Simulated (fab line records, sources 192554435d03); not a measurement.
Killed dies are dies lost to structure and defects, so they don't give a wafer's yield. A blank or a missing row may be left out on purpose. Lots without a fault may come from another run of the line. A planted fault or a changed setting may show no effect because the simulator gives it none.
Which tool did it? | flow n5_finfet | 12 lots, 36 wafers sampled, at 1 step of a route of 1938

WHAT THE GAUGES READ, wafer by wafer
N5_SD_EPI_N_CD_MEAS_09: target cd 120 nm.
lot  | measured    | on        | cd_nm (nm)
L075 | day 3 05:29 | cd_sem-02 | 119.8 119.7 118.7
L077 | day 3 19:02 | cd_sem-03 | 120.9 120.8 120.4
L079 | day 4 09:10 | cd_sem-02 | 121.1 120.9 120.4
L081 | day 4 19:56 | cd_sem-01 | 121.1 120.8 120.6
L083 | day 5 06:05 | cd_sem-01 | 120.2 120.6 121.0
L085 | day 5 22:01 | cd_sem-03 | 119.7 120.4 119.5
L087 | day 6 12:41 | cd_sem-02 | 119.3 120.6 120.4
L089 | day 7 02:51 | cd_sem-02 | 120.0 119.4 120.0
L091 | day 7 14:40 | cd_sem-02 | 121.6 121.1 122.3
L093 | day 7 20:23 | cd_sem-03 | 120.8 119.9 119.9
L095 | day 8 07:54 | cd_sem-03 | 119.9 120.0 121.7
L097 | day 8 18:14 | cd_sem-01 | 119.9 121.1 121.3

WHICH TOOL RAN EACH LOT (tool, then ch and the chambers of the sampled wafers, then the start)
The record holds no process step before these readings.

THE ANSWER, worked out from the rows above alone
Rule: what is usual is taken from the lots themselves. Put in order of their means at a reading, lots are off if they are a third of the lots or fewer, leave a main group of 4 or more, and stand apart from it by a gap of 3 or more times the standard deviation of the main group's means; of several such gaps the widest counts. A main group whose means are all the same, to the digits that the tables above print for the reading, isn't used. A lot without any number at a reading at which 4 lots or more have one is off too. The other lots that the step has rows for count as sound.
No lot is off at any reading shown: from this, nothing can be told.

WHAT THE SIMULATOR HAD PUT IN
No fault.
